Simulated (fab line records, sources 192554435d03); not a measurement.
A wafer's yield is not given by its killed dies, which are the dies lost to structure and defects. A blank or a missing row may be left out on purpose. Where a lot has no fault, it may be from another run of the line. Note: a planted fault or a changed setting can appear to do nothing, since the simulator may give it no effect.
Matching of chambers    flow n5 finfet    N5_BEOL_M12_ETCH_67 on rie diel-04 has 4 sister chambers
The step etches SiARC in CF4, target depth 143 nm, time 238.3 s. 16 wafers are shown with their chamber, then 8 later ones without.

## EACH WAFER AND ITS CHAMBER
wafer   chamber  drypump motor current A (A)  showerhead plenum p Torr (Torr)  throttle valve pct (%)
L074.2  0        5.1                          2.10                             15.54
L074.3  3        5.9                          2.26                             15.58
L074.5  1        6.5                          2.09                             15.87
L076.1  3        5.8                          2.26                             15.60
L076.3  1        6.5                          2.09                             15.88
L076.6  1        6.5                          2.09                             15.89
L081.1  0        5.1                          2.10                             15.56
L081.3  2        5.4                          2.15                             15.36
L081.6  1        6.5                          2.09                             15.92
L082.2  3        5.9                          2.26                             15.63
L082.4  1        6.5                          2.09                             15.91
L082.5  2        5.4                          2.14                             15.36
L083.1  3        5.8                          2.26                             15.62
L083.4  3        5.9                          2.26                             15.62
L083.5  1        6.5                          2.09                             15.93
L089.1  0        5.1                          2.09                             15.60

SIGNATURES (averages over the wafers above)
reading                   chamber 0  chamber 1  chamber 2  chamber 3  scatter within a chamber
drypump motor current A   5.100      6.500      5.400      5.860      0.0316
showerhead plenum p Torr  2.0967     2.0900     2.1450     2.2600     0.00312
throttle valve pct        15.5667    15.9000    15.3600    15.6100    0.0229
Rule: for a wafer and a chamber, the distance is found by dividing, reading by reading, the gap between the wafer's reading and the chamber's mean by the reading's scatter, squaring, summing and taking the root. The wafer belongs to the nearest chamber; if the next one is less than 2 further off, it can't be placed. The scatter: take each reading less its chamber's mean, square it, sum over the shown wafers, divide by the number of wafers less the number of chambers, and take the root.

## WAFERS WITH NO CHAMBER GIVEN
wafer   drypump motor current A (A)  showerhead plenum p Torr (Torr)  throttle valve pct (%)
L089.3  5.9                          2.25                             15.66
L089.4  5.4                          2.14                             15.39
L094.1  6.5                          2.08                             15.95
L094.2  5.9                          2.25                             15.66
L094.3  5.1                          2.09                             15.60
L096.1  5.9                          2.25                             15.69
L096.5  5.1                          2.09                             15.62
L096.6  5.9                          2.25                             15.67

## WHICH CHAMBER EACH ONE RAN IN
wafer   from the rows above  in truth
L089.3  3                    3
L089.4  2                    2
L094.1  1                    1
L094.2  3                    3
L094.3  0                    0
L096.1  3                    3
L096.5  0                    0
L096.6  3                    3
8 of 8 placed correctly. Can't be placed from these rows: 0. 0 placed wrongly.
